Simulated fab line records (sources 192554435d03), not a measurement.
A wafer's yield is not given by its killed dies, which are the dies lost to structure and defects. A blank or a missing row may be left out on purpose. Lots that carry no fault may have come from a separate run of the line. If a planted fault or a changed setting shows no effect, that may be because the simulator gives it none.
Which tool is to blame? | flow n5Finfet | 12 lots with 36 wafers sampled at 4 steps, on a route of 1938 steps

== WHAT EACH GAUGE READ, for each wafer ==
Not one reading of a measure or inspect step in the record can be checked against a usual standard deviation.

== WHICH TOOL RAN EACH LOT (tool, then ch and the chambers of the sampled wafers, then the start) ==
lot  | N5_BEOL_M12_SPUTTER_44      | N5_BEOL_M12_SPUTTER_45      | N5_BEOL_M12_CMP_49            | N5_PASSIVATION_PROBE_49
L783 | pvdSputter-02, day 12 06:43 | pvdSputter-02, day 12 06:47 | cmp-04 ch 2,3, day 12 07:24   | -
L782 | pvdSputter-02, day 12 10:19 | pvdSputter-02, day 12 10:23 | cmp-02 ch 0,1,3, day 12 10:59 | prober-01, day 14 03:22
L786 | pvdSputter-01, day 13 09:35 | pvdSputter-01, day 13 09:40 | cmp-04 ch 2,3, day 13 10:26   | prober-01, day 14 21:02
L784 | pvdSputter-03, day 13 15:21 | pvdSputter-03, day 13 15:26 | cmp-04 ch 1,2,3, day 13 16:22 | -
L790 | pvdSputter-03, day 13 15:45 | pvdSputter-03, day 13 15:50 | cmp-02 ch 0,2, day 13 16:44   | -
L789 | pvdSputter-02, day 13 15:48 | pvdSputter-02, day 13 15:53 | cmp-04 ch 0,1, day 13 16:50   | prober-01, day 15 05:34
L791 | pvdSputter-01, day 14 17:02 | pvdSputter-01, day 14 17:07 | cmp-04 ch 0,1,3, day 14 18:59 | -
L792 | pvdSputter-02, day 14 21:50 | pvdSputter-02, day 14 21:55 | cmp-02 ch 0,2,3, day 15 00:10 | -
L793 | pvdSputter-03, day 15 15:44 | pvdSputter-03, day 15 15:49 | cmp-01 ch 1,2,3, day 15 17:08 | -
L794 | pvdSputter-02, day 15 20:47 | pvdSputter-02, day 15 20:52 | cmp-04 ch 0,1,2, day 15 23:05 | prober-02, day 17 09:58
L795 | pvdSputter-03, day 15 22:58 | pvdSputter-03, day 15 23:03 | cmp-02 ch 0,1,3, day 16 02:19 | -
L802 | pvdSputter-01, day 17 19:30 | pvdSputter-01, day 17 19:35 | cmp-01 ch 0,1, day 17 20:08   | -
- N5_BEOL_M12_SPUTTER_44: material Ta, target thk 10 nm, time 16.13 s.
- N5_BEOL_M12_SPUTTER_45: material Cu, target thk 80 nm, time 13.33 s.
- N5_BEOL_M12_CMP_49: polishes, stops on SiOC, t overpolish 20.6 s, target thk 320 nm.
- N5_PASSIVATION_PROBE_49

== AS READ BY THE TOOLS THEMSELVES (means over the sampled wafers that have a number; for cases with no such wafer, the mark the record gives instead) ==
N5_BEOL_M12_SPUTTER_44. Usual: throttleValvePct at 30.3 %, with a standard deviation of 1.4.
lot  | tool          | throttleValvePct (%) | flag
L783 | pvdSputter-02 | 30.6                 | 
L782 | pvdSputter-02 | 29.4                 | 
L786 | pvdSputter-01 | 30.6                 | 
L784 | pvdSputter-03 | 30.1                 | 
L790 | pvdSputter-03 | 31.0                 | 
L789 | pvdSputter-02 | 30.3                 | 
L791 | pvdSputter-01 | 31.6                 | 
L792 | pvdSputter-02 | 30.2                 | 
L793 | pvdSputter-03 | 31.0                 | 
L794 | pvdSputter-02 | 29.3                 | 
L795 | pvdSputter-03 | 30.0                 | 
L802 | pvdSputter-01 | 30.6                 | 

N5_BEOL_M12_SPUTTER_45. Usual: chuckGasFlowSccm 1.27 sccm, standard deviation 0.057; throttleValvePct 30.3 %, standard deviation 1.4.
lot  | tool          | chuckGasFlowSccm (sccm) | throttleValvePct (%) | flag
L783 | pvdSputter-02 | 1.31                    | 30.3                 | 
L782 | pvdSputter-02 | 1.24                    | 29.3                 | 
L786 | pvdSputter-01 | 1.24                    | 30.6                 | 
L784 | pvdSputter-03 | 1.25                    | 30.0                 | 
L790 | pvdSputter-03 | 1.23                    | 31.0                 | 
L789 | pvdSputter-02 | 1.28                    | 30.3                 | 
L791 | pvdSputter-01 | 1.33                    | 31.7                 | 
L792 | pvdSputter-02 | 1.29                    | 30.5                 | 
L793 | pvdSputter-03 | 1.29                    | 30.9                 | 
L794 | pvdSputter-02 | 1.31                    | 29.3                 | 
L795 | pvdSputter-03 | 1.31                    | 30.1                 | 
L802 | pvdSputter-01 | 1.23                    | 30.7                 | 

N5_BEOL_M12_CMP_49. Usual: barrierFieldEndpointS 29.9 s, standard deviation 0.54; headPressurePsi 0.9998 psi, standard deviation 0.0023; motorCurrentA 6.1 A, standard deviation 0.4; overpolishRunS 20.600 s, standard deviation 0.0091; slurryFilterDpKPa 13.50 kPa, standard deviation 0.14.
lot  | tool   | barrierFieldEndpointS (s) | headPressurePsi (psi) | motorCurrentA (A) | overpolishRunS (s) | slurryFilterDpKPa (kPa) | flag
L783 | cmp-04 | 30.2                      | 0.9997                | 6.8               | 20.602             | 13.49                   | 
L782 | cmp-02 | 30.1                      | 0.9972                | 5.6               | 20.596             | 13.58                   | 
L786 | cmp-04 | 30.0                      | 1.0014                | 6.6               | 20.607             | 13.48                   | 
L784 | cmp-04 | 29.8                      | 1.0014                | 6.5               | 20.592             | 13.37                   | 
L790 | cmp-02 | 29.5                      | 1.0009                | 5.7               | 20.592             | 13.61                   | 
L789 | cmp-04 | 30.7                      | 1.0013                | 6.0               | 20.608             | 13.41                   | 
L791 | cmp-04 | 30.1                      | 0.9984                | 6.2               | 20.600             | 13.57                   | 
L792 | cmp-02 | 30.2                      | 0.9997                | 5.7               | 20.605             | 13.35                   | 
L793 | cmp-01 | 29.9                      | 0.9997                | 5.8               | 20.593             | 13.45                   | 
L794 | cmp-04 | 29.6                      | 1.0012                | 6.0               | 20.602             | 13.56                   | 
L795 | cmp-02 | 30.0                      | 0.9991                | 5.7               | 20.609             | 13.44                   | 
L802 | cmp-01 | 28.4                      | 1.0718                | 6.3               | 20.599             | 13.49                   | OFF

N5_PASSIVATION_PROBE_49. Usual: defectLimitedYield 90.9 %, standard deviation 1.3; killed_at_M0_to_M3 36, standard deviation 11; killed_at_M4_up 13, standard deviation 5.1; killedAtContacts 14, standard deviation 4.9; killedAtFrontEnd 41, standard deviation 10; killedAtOther 3.4, standard deviation 2.6; killedDies 107, standard deviation 16; killedOpen 70, standard deviation 11; killedShort 36, standard deviation 7.8; sort_bin_5_function 5.4 %, standard deviation 0.84; sort_bin_6_memory 3.4 %, standard deviation 0.67; sortNPass 1073, standard deviation 16; sortYieldPct 90.9 %, standard deviation 1.3.
lot  | tool      | defectLimitedYield (%) | killed_at_M0_to_M3 | killed_at_M4_up | killedAtContacts | killedAtFrontEnd | killedAtOther | killedDies | killedOpen | killedShort | sort_bin_5_function (%) | sort_bin_6_memory (%) | sortNPass | sortYieldPct (%) | flag
L782 | prober-01 | 91.6                   | 33                 | 15              | 17               | 35               | 0.7           | 99         | 58         | 39          | 4.8                     | 3.0                   | 1081      | 91.6             | 
L786 | prober-01 | 90.6                   | 34                 | 11              | 17               | 47               | 2.0           | 111        | 74         | 36          | 5.5                     | 3.5                   | 1069      | 90.6             | 
L789 | prober-01 | 91.0                   | 32                 | 12              | 10               | 42               | 9.0           | 106        | 67         | 39          | 5.3                     | 3.2                   | 1074      | 91.0             | 
L794 | prober-02 | 90.9                   | 42                 | 14              | 12               | 37               | 2.3           | 108        | 71         | 34          | 5.4                     | 3.4                   | 1072      | 90.9             | 

== THE ANSWER, worked out from the rows above alone ==
Rule: a lot counts as off when the mean over its wafers that have a number is more than 3 standard deviations away from the usual mean. A lot without any number at a reading at which 4 lots or more have one is off too. All remaining lots with rows at the step are treated as sound. After the gauges, taken in route order, come the tools' own readings; for these a lot's mean is taken, as printed above. At the first step where some lot is off, the reading lying furthest off is the one used; lots without a number count as furthest.
Off, at N5_BEOL_M12_CMP_49 on headPressurePsi: L802.
If a tool, at that step or one of the process steps before it, ran each lot that is off and ran no sound lot following the first of them, it fits. Can't be told from this: 2 tools fit, pvdSputter-01 at N5_BEOL_M12_SPUTTER_44 and N5_BEOL_M12_SPUTTER_45, cmp-01 at N5_BEOL_M12_CMP_49.

== WHAT THE SIMULATOR HAD INSERTED ==
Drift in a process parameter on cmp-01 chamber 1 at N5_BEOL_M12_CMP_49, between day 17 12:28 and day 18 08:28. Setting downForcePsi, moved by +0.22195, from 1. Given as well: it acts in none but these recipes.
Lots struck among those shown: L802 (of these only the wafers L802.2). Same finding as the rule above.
